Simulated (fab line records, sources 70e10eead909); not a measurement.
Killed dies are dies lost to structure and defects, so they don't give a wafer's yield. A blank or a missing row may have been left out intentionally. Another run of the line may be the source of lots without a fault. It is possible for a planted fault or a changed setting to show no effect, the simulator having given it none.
Struck lot and sound lot, side by side -- flow nand_harc -- 14 out of 1302 route steps
Sound: these wafers, L918.1, L918.2, L918.5. Wafers struck: L910.1, L910.4, L910.5. The cause is named last.
Per side, at each step with rows, come the tool, then ch with its chambers, and then its first start. Under that, the readings that differ: sound wafers -- struck wafers -- difference of the means -- sigmas: that difference in standard deviations of wafers without a fault.
alike: words and numbers the same on both sides, and readings whose means are apart by under 2 such deviations; not compared: readings that were withheld, readings missing a value for some wafer, numbers with overlapping values and no deviation given by the record, and bounds like >300 which may hide the same value.
Wherever a step has rows on one side only, a row that says differs or no value, or a row with sigmas, the two part there. Numbers that have no deviation but don't overlap get no sigmas and don't part them. Lack of a reading on every wafer of one side parts them only where that side has two or more wafers.

first, 2 steps without rows for these wafers: NHARC_P_BONDPAD_PRECLEAN_30 (cleans in DIW, time 300 s); NHARC_P_BONDPAD_SRD_31 (time 30 s, dry time 20 s).
NHARC_A_START_INSPECT_01:
  sound on defect_inspect-01 at day 15 19:03; struck on defect_inspect-01 at day 12 19:54
  alike: raw_defect_count
then, 9 steps without rows for these wafers: NHARC_A_ZERO_WELL_PRECLEAN_00 (cleans in SPM, time 600 s); NHARC_A_ZERO_WELL_SRD_01; NHARC_A_ZERO_WELL_DEHYDRATE_02 (time 120 s); NHARC_A_ZERO_WELL_HMDS_03 (time 30 s); NHARC_A_ZERO_WELL_COAT_18 (time 65 s); NHARC_A_ZERO_WELL_COAT_04 (resist thk 600 nm); NHARC_A_ZERO_WELL_SOFTBAKE_05 (time 70 s); NHARC_A_ZERO_WELL_EBR_06; NHARC_A_ZERO_WELL_EXPOSE_07 (exposes mask A ZERO).
NHARC_A_ZERO_WELL_PEB_08: peb time 80 s.
  sound on litho_track-05 ch 0, day 15 19:41; struck on litho_track-05, day 12 20:40
  no value came back on the struck wafers for chill_plate_temp_C (C), exhaust_pa (Pa); on the sound wafers chill_plate_temp_C (C) reads 22.79 22.80 22.76
then, 1 step without rows for these wafers: NHARC_A_ZERO_WELL_DEVELOP_09 (time 50 s).

WHERE THEY PART
Only at NHARC_A_ZERO_WELL_PEB_08, within this record.

WHY: what the simulator had put in
Step skipped in full: litho_track-05, at NHARC_A_ZERO_WELL_PEB_08, from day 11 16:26 onward. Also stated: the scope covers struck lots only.
